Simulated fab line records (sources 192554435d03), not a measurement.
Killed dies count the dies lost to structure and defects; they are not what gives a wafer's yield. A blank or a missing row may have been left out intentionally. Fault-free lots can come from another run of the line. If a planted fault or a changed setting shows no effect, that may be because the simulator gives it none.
Split-lot trial :: flow n5Finfet :: route with 1938 steps; 7 lots, 39 wafers read

## ON THE SPLIT
At N5_DUMMY_GATE_ETCH_37 (etches SOC in N2/H2, target depth 60 nm, overetch 30 nm), the setting sourceW was moved away from the recipe's 840 W on 18 of the 39 wafers read, by -19.2% to +17.9%. All remaining wafers had this setting at the recipe value.

The split's own step is where the reading is taken.

## THE READING
rfVppV, in V, at N5_DUMMY_GATE_ETCH_37 (etches SOC in N2/H2, target depth 60 nm, overetch 30 nm). Fault-free wafers of this fab line usually give 524.4 V, standard deviation 2.9 V.

wafer: L076.3
tool, chamber at the split: rieDiel-03, 1
sourceW as run, W: 840
against the recipe: recipe
rfVppV, V: 525.2
against lot-mates on the recipe: -

wafer: L076.4
tool, chamber at the split: rieDiel-03, 0
sourceW as run, W: 840
against the recipe: recipe
rfVppV, V: 520.7
against lot-mates on the recipe: -

wafer: L076.6
tool, chamber at the split: rieDiel-03, 3
sourceW as run, W: 840
against the recipe: recipe
rfVppV, V: 522.0
against lot-mates on the recipe: -

wafer: L077.1
tool, chamber at the split: rieDiel-03, 1
sourceW as run, W: 754.1
against the recipe: -10.2%
rfVppV, V: 545.1
against lot-mates on the recipe: +21.7

wafer: L077.2
tool, chamber at the split: rieDiel-03, 0
sourceW as run, W: 840
against the recipe: recipe
rfVppV, V: 519.9
against lot-mates on the recipe: -

wafer: L077.3
tool, chamber at the split: rieDiel-03, 3
sourceW as run, W: 840
against the recipe: recipe
rfVppV, V: 522.6
against lot-mates on the recipe: -

wafer: L077.4
tool, chamber at the split: rieDiel-03, 2
sourceW as run, W: 840
against the recipe: recipe
rfVppV, V: 527.7
against lot-mates on the recipe: -

wafer: L077.5
tool, chamber at the split: rieDiel-03, 0
sourceW as run, W: 754.1
against the recipe: -10.2%
rfVppV, V: 539.3
against lot-mates on the recipe: +15.9

wafer: L077.6
tool, chamber at the split: rieDiel-03, 1
sourceW as run, W: 754.1
against the recipe: -10.2%
rfVppV, V: 545.4
against lot-mates on the recipe: +22.0

wafer: L082.1
tool, chamber at the split: rieDiel-03, 3
sourceW as run, W: 840
against the recipe: recipe
rfVppV, V: 522.3
against lot-mates on the recipe: -

wafer: L082.2
tool, chamber at the split: rieDiel-03, 2
sourceW as run, W: 777
against the recipe: -7.5%
rfVppV, V: 541.9
against lot-mates on the recipe: +16.9

wafer: L082.3
tool, chamber at the split: rieDiel-03, 1
sourceW as run, W: 777
against the recipe: -7.5%
rfVppV, V: 538.3
against lot-mates on the recipe: +13.3

wafer: L082.4
tool, chamber at the split: rieDiel-03, 0
sourceW as run, W: 777
against the recipe: -7.5%
rfVppV, V: 533.6
against lot-mates on the recipe: +8.6

wafer: L082.5
tool, chamber at the split: rieDiel-03, 3
sourceW as run, W: 840
against the recipe: recipe
rfVppV, V: 523.3
against lot-mates on the recipe: -

wafer: L082.6
tool, chamber at the split: rieDiel-03, 2
sourceW as run, W: 840
against the recipe: recipe
rfVppV, V: 529.3
against lot-mates on the recipe: -

wafer: L083.1
tool, chamber at the split: rieDiel-04, 0
sourceW as run, W: 840
against the recipe: recipe
rfVppV, V: 526.1
against lot-mates on the recipe: -

wafer: L083.2
tool, chamber at the split: rieDiel-04, 2
sourceW as run, W: 840
against the recipe: recipe
rfVppV, V: 525.6
against lot-mates on the recipe: -

wafer: L083.3
tool, chamber at the split: rieDiel-04, 3
sourceW as run, W: 889.7
against the recipe: +5.9%
rfVppV, V: 509.4
against lot-mates on the recipe: -14.5

wafer: L083.4
tool, chamber at the split: rieDiel-04, 0
sourceW as run, W: 889.7
against the recipe: +5.9%
rfVppV, V: 516.7
against lot-mates on the recipe: -7.2

wafer: L083.5
tool, chamber at the split: rieDiel-04, 3
sourceW as run, W: 840
against the recipe: recipe
rfVppV, V: 520.0
against lot-mates on the recipe: -

wafer: L083.6
tool, chamber at the split: rieDiel-04, 2
sourceW as run, W: 889.7
against the recipe: +5.9%
rfVppV, V: 516.5
against lot-mates on the recipe: -7.4

wafer: L093.1
tool, chamber at the split: rieDiel-01, 1
sourceW as run, W: 990.5
against the recipe: +17.9%
rfVppV, V: 501.0
against lot-mates on the recipe: -25.7

wafer: L093.2
tool, chamber at the split: rieDiel-01, 0
sourceW as run, W: 840
against the recipe: recipe
rfVppV, V: 527.9
against lot-mates on the recipe: -

wafer: L093.3
tool, chamber at the split: rieDiel-01, 3
sourceW as run, W: 990.5
against the recipe: +17.9%
rfVppV, V: 497.7
against lot-mates on the recipe: -29.0

wafer: L093.4
tool, chamber at the split: rieDiel-01, 3
sourceW as run, W: 840
against the recipe: recipe
rfVppV, V: 524.1
against lot-mates on the recipe: -

wafer: L093.5
tool, chamber at the split: rieDiel-01, 1
sourceW as run, W: 840
against the recipe: recipe
rfVppV, V: 528.1
against lot-mates on the recipe: -

wafer: L093.6
tool, chamber at the split: rieDiel-01, 0
sourceW as run, W: 990.5
against the recipe: +17.9%
rfVppV, V: 500.0
against lot-mates on the recipe: -26.7

wafer: L094.1
tool, chamber at the split: rieDiel-04, 1
sourceW as run, W: 840
against the recipe: recipe
rfVppV, V: 522.1
against lot-mates on the recipe: -

wafer: L094.2
tool, chamber at the split: rieDiel-04, 0
sourceW as run, W: 897.3
against the recipe: +6.8%
rfVppV, V: 513.3
against lot-mates on the recipe: -9.1

wafer: L094.3
tool, chamber at the split: rieDiel-04, 2
sourceW as run, W: 840
against the recipe: recipe
rfVppV, V: 523.0
against lot-mates on the recipe: -

wafer: L094.4
tool, chamber at the split: rieDiel-04, 3
sourceW as run, W: 840
against the recipe: recipe
rfVppV, V: 522.0
against lot-mates on the recipe: -

wafer: L094.5
tool, chamber at the split: rieDiel-04, 1
sourceW as run, W: 897.3
against the recipe: +6.8%
rfVppV, V: 510.2
against lot-mates on the recipe: -12.2

wafer: L094.6
tool, chamber at the split: rieDiel-04, 0
sourceW as run, W: 897.3
against the recipe: +6.8%
rfVppV, V: 513.8
against lot-mates on the recipe: -8.6

wafer: L097.1
tool, chamber at the split: rieDiel-01, 1
sourceW as run, W: 679.1
against the recipe: -19.2%
rfVppV, V: 566.6
against lot-mates on the recipe: +40.1

wafer: L097.2
tool, chamber at the split: rieDiel-01, 3
sourceW as run, W: 679.1
against the recipe: -19.2%
rfVppV, V: 563.4
against lot-mates on the recipe: +36.9

wafer: L097.3
tool, chamber at the split: rieDiel-01, 0
sourceW as run, W: 840
against the recipe: recipe
rfVppV, V: 527.2
against lot-mates on the recipe: -

wafer: L097.4
tool, chamber at the split: rieDiel-01, 2
sourceW as run, W: 840
against the recipe: recipe
rfVppV, V: 523.7
against lot-mates on the recipe: -

wafer: L097.5
tool, chamber at the split: rieDiel-01, 0
sourceW as run, W: 840
against the recipe: recipe
rfVppV, V: 528.7
against lot-mates on the recipe: -

wafer: L097.6
tool, chamber at the split: rieDiel-01, 1
sourceW as run, W: 679.1
against the recipe: -19.2%
rfVppV, V: 566.5
against lot-mates on the recipe: +40.0

THE FIT
A straight line over all 39 wafers: rfVppV changes by -1.79 V for each +1% of sourceW; r = -0.97; the points scatter about the line by 3.8 V.
The same after taking each lot's own level away (the mean of its wafers on the recipe; 39 wafers): -1.78 V for each +1%; r = -0.98; scatter 3.1 V.
According to that fit, moving sourceW by its largest amount changes the reading by 34 V.
The lots' own levels span 522.37 to 526.70 V, that is 1.5 times the standard deviation above.
The two slopes agree, so the slope changes little with the lot-to-lot level.
Check: +34.2 V against its lot-mates is what the line predicts for one of the wafers moved furthest among these (-19.2%) when that wafer is left out of the fit. Against them it came out at +40.1 V.
Tool readings at the split's step, against how far the setting was moved: rfVppV r = -0.97.

## THE OTHER SPLITS THESE WAFERS WENT THROUGH
Before the reading, these wafers also passed through other splits. Each is held against what the fit with the lots' levels taken away leaves over:
other split on the same wafers: N5_PMOS_HMC_CHANNEL_EPI_EPI_20 tempC
wafers away from the commonest value: 12
r with rfVppV (lot level and that fit taken away): -0.27

## THE WHOLE CHAIN: every reading that the file lists as answering this split, in the file's order
step: N5_DUMMY_GATE_ETCH_37
what it does: etches SOC in N2/H2, target depth 60 nm, overetch 30 nm
reading: rfVppV
change (the file's fit): -1.78 V for each +1% of the setting
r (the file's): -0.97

step: N5_DUMMY_GATE_ETCH_37
what it does: etches SOC in N2/H2, target depth 60 nm, overetch 30 nm
reading: SiARC_of_DUMMY_GATE_COAT_35.thkNm (the simulator's own value, which no gauge read)
change (the file's fit): -0.0275 nm for each +1% of the setting
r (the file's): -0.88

## THE FILE'S OWN FIT
rfVppV changes by -1.78 V for each +1% of sourceW, r = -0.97.
